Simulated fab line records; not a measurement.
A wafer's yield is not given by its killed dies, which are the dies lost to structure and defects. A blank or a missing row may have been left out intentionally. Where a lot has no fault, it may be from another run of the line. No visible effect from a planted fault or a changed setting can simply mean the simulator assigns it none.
Which tool is to blame?    flow nand harc    11 lots with 33 wafers sampled at 5 steps, on a route of 1302 steps

WHAT THE GAUGES SHOWED, per wafer
NHARC_END_SORT_01.
lot   measured      on         killed at array
L854  day 29 17:01  prober-01  123 104 114
L855  day 29 16:59  prober-02  129 129 147

WHAT TOOL EACH LOT RAN ON (gives the tool, then ch and the chambers of the sampled wafers, and finally the start)
lot   NHARC_A_WL_FILL_STRIP_29            NHARC_A_BONDPAD_ETCH_24                        NHARC_A_BONDPAD_PVD_27                   NHARC_HYBRID_BOND_ACTIVATE_00
L845  rie diel-10 ch 1,2, day 20 21:59    rie diel-06 ch 2,3, day 23 13:55 or earlier    pvd sputter-01, day 23 13:55 or earlier  rie diel-12 ch 0,1,2, day 23 13:55
L846  rie diel-06 ch 1,2, day 21 20:32    rie diel-06 ch 1,2,3, day 24 12:01 or earlier  pvd sputter-02, day 24 12:01 or earlier  rie diel-12 ch 0,2,3, day 24 12:01
L849  rie diel-10 ch 0,2,3, day 23 09:24  rie diel-06 ch 0,2,3, day 25 20:30 or earlier  pvd sputter-01, day 25 20:30 or earlier  rie diel-12 ch 0,1,2, day 25 20:30
L850  rie diel-09 ch 0,1, day 23 09:24    rie diel-06 ch 1,2,3, day 25 17:31 or earlier  pvd sputter-02, day 25 17:31 or earlier  rie diel-12 ch 2,3, day 25 17:31
L854  rie diel-10 ch 1,2,3, day 25 12:51  rie diel-06 ch 1,2, day 28 04:38 or earlier    pvd sputter-03, day 28 04:38 or earlier  rie diel-12 ch 0,1,2, day 28 04:38
L855  rie diel-10 ch 1,3, day 25 20:04    rie diel-06 ch 0,1,3, day 28 10:11 or earlier  pvd sputter-01, day 28 10:11 or earlier  rie diel-03 ch 0,1, day 28 10:11
L858  rie diel-06 ch 0,3, day 27 04:20    rie diel-06 ch 0,1,3, day 29 16:11 or earlier  pvd sputter-01, day 29 16:11 or earlier  rie diel-12 ch 1,2,3, day 29 16:11
L860  rie diel-06 ch 0,2,3, day 27 10:04  rie diel-06 ch 0,1,3, day 29 18:01 or earlier  pvd sputter-03, day 29 18:01 or earlier  rie diel-03 ch 1,2,3, day 29 18:01
L862  rie diel-09 ch 1,2,3, day 28 03:35  rie diel-07 ch 0,1,3, day 30 11:36 or earlier  pvd sputter-01, day 30 11:36 or earlier  rie diel-12 ch 0,1,3, day 30 11:36
L866  rie diel-09 ch 0,1,3, day 29 23:40  rie diel-06 ch 0,1,2, day 32 04:36 or earlier  pvd sputter-03, day 32 04:36 or earlier  rie diel-12 ch 0,1, day 32 04:36
L867  rie diel-06 ch 0,3, day 31 01:02    rie diel-06 ch 0,1,2, day 33 13:08 or earlier  pvd sputter-03, day 33 13:08 or earlier  rie diel-11 ch 1,2, day 33 13:08
- NHARC_A_WL_FILL_STRIP_29: strips in O2, time 20 s.
- NHARC_A_BONDPAD_ETCH_24: etches the open film in CF4/N2, target depth 30 nm, time 72.99 s.
- NHARC_A_BONDPAD_PVD_27: deposits Cu, target thk 30 nm, time 20.49 s.
- NHARC_HYBRID_BOND_ACTIVATE_00: chemistry N2, time 60 s.

THE ANSWER, worked out from the rows above alone
Rule: usual is defined by the lots themselves. The widest of any qualifying gaps counts: lots, ordered by their means at a reading, are off when they make up no more than a third of the lots, leave a main group of 4 or more, and stand apart from it by 3 or more times the standard deviation of that group's means. A main group whose means are all the same, to the digits that the tables above print for the reading, isn't used. A lot without any number at a reading at which 4 lots or more have one is off too. Any other lot the step has rows for is counted as sound.
No lot is off at any reading shown: from this, nothing can be told.

WHAT THE SIMULATOR HAD PUT IN
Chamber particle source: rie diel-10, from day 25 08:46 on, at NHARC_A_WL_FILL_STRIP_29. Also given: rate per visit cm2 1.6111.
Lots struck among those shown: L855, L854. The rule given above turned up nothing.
